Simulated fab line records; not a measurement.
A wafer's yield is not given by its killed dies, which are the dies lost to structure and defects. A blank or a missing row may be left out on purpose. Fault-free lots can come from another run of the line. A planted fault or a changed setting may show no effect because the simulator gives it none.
A struck lot beside a sound one + flow nand-harc + 12 out of 1302 route steps
Sound: these wafers, L253.2, L253.3, L253.6. Struck: wafer L248.3; the same lot's L248.5 was not struck, so it is left out; see the end for the cause.
Each step with rows lists, per side, the tool, then ch with its chambers, then its first start. Under that, the readings that differ: sound wafers + struck wafers + difference of the means + sigmas: that difference in standard deviations of wafers without a fault.
alike: a reading whose means differ by less than 2 such deviations, as well as words and numbers matching on both sides. not compared: withheld readings; readings where some wafer has no value; bounds like >300 that might hide an equal value; numbers whose values overlap and for which the record gives no deviation.
Wherever a step has rows on one side only, a row that says differs or no value, or a row with sigmas, the two part there. Numbers that have no deviation but don't overlap get no sigmas and don't part them. A reading that every wafer of one side lacks parts them only if that side has two wafers or more.

first, 2 steps without rows for these wafers: NHARC_A_STAIRCASE_HARDBAKE_185 (time 140 s); NHARC_A_STAIRCASE_DESCUM_186 (chemistry O2, time 3 s).
NHARC_A_STAIRCASE_TRIM_187: chemistry O2, time 211.2 s.
  sound on rie-diel-02 ch 1,2,3, day 23 09:04; struck on rie-diel-03 ch 2, day 21 01:38
  alike: drypump-motor-current-A, oes-product-au, rf-vpp-V, run-length-s, showerhead-plenum-p-Torr, throttle-valve-pct
  not compared: rf-hours-counter-h
then, 1 step without rows for these wafers: NHARC_A_STAIRCASE_ETCH_188 (etches the open film in C4F8/O2, target depth 100 nm, time 40.5 s).
NHARC_A_STAIRCASE_TRIM_189: chemistry O2, time 211.2 s.
  sound on rie-diel-02 ch 1,2; struck on rie-diel-03 ch 3
  alike: drypump-motor-current-A, oes-product-au, rf-vpp-V, run-length-s, showerhead-plenum-p-Torr, throttle-valve-pct
  not compared: rf-hours-counter-h
NHARC_A_STAIRCASE_ETCH_190: etches the open film in C4F8/O2, target depth 100 nm, time 40.5 s.
  sound on rie-diel-02 ch 0,2; struck on rie-diel-03 ch 3
  alike: oes-product-au, rf-vpp-V
  not compared: rf-hours-counter-h
NHARC_A_STAIRCASE_TRIM_191: chemistry O2, time 211.2 s.
  sound on rie-diel-02 ch 0,3; struck on rie-diel-03 ch 1
| reading               | sound             | struck | difference | sigmas |
|-----------------------|-------------------|--------|------------|--------|
| oes-product-au (a.u.) | 1.004 1.005 0.997 | 0.977  | -0.025     | -3     |
| run-length-s (s)      | 231.9 232.2 232.2 | 233.0  | +0.9       | +2     |
  alike: drypump-motor-current-A, rf-vpp-V, showerhead-plenum-p-Torr, throttle-valve-pct
  not compared: rf-hours-counter-h
then, 1 step without rows for these wafers: NHARC_A_STAIRCASE_ETCH_192 (etches the open film in C4F8/O2, target depth 100 nm, time 40.5 s).
NHARC_A_STAIRCASE_TRIM_193: chemistry O2, time 211.2 s.
  sound on rie-diel-02 ch 0,2; struck on rie-diel-03 ch 2
| reading                | sound                | struck | difference | sigmas |
|------------------------|----------------------|--------|------------|--------|
| throttle-valve-pct (%) | 17.041 17.022 17.039 | 17.060 | +0.026     | +3     |
  alike: drypump-motor-current-A, oes-product-au, rf-vpp-V, run-length-s, showerhead-plenum-p-Torr
  not compared: rf-hours-counter-h
then, 1 step without rows for these wafers: NHARC_A_STAIRCASE_ETCH_194 (etches the open film in C4F8/O2, target depth 100 nm, time 40.5 s).
NHARC_A_STAIRCASE_TRIM_196: chemistry O2, time 211.2 s.
  sound on rie-diel-02 ch 0,3, day 23 10:05; struck on rie-diel-11 ch 0, day 21 02:39
| reading                     | sound             | struck | difference | sigmas      |
|-----------------------------|-------------------|--------|------------|-------------|
| drypump-motor-current-A (A) | 5.2 5.2 5.2       | 6.4    | +1.2       | +3          |
| run-length-s (s)            | 231.9 232.0 231.8 | 167.4  | -64.5      | -99 or more |
  alike: oes-product-au, rf-vpp-V, showerhead-plenum-p-Torr, throttle-valve-pct
  not compared: rf-hours-counter-h
then, 1 step without rows for these wafers: NHARC_A_STAIRCASE_ETCH_197 (etches the open film in C4F8/O2, target depth 100 nm, time 40.5 s).

## WHERE THEY PART
Earliest at NHARC_A_STAIRCASE_TRIM_191; latest, in this record, at NHARC_A_STAIRCASE_TRIM_196.

WHY: what the simulator had put in
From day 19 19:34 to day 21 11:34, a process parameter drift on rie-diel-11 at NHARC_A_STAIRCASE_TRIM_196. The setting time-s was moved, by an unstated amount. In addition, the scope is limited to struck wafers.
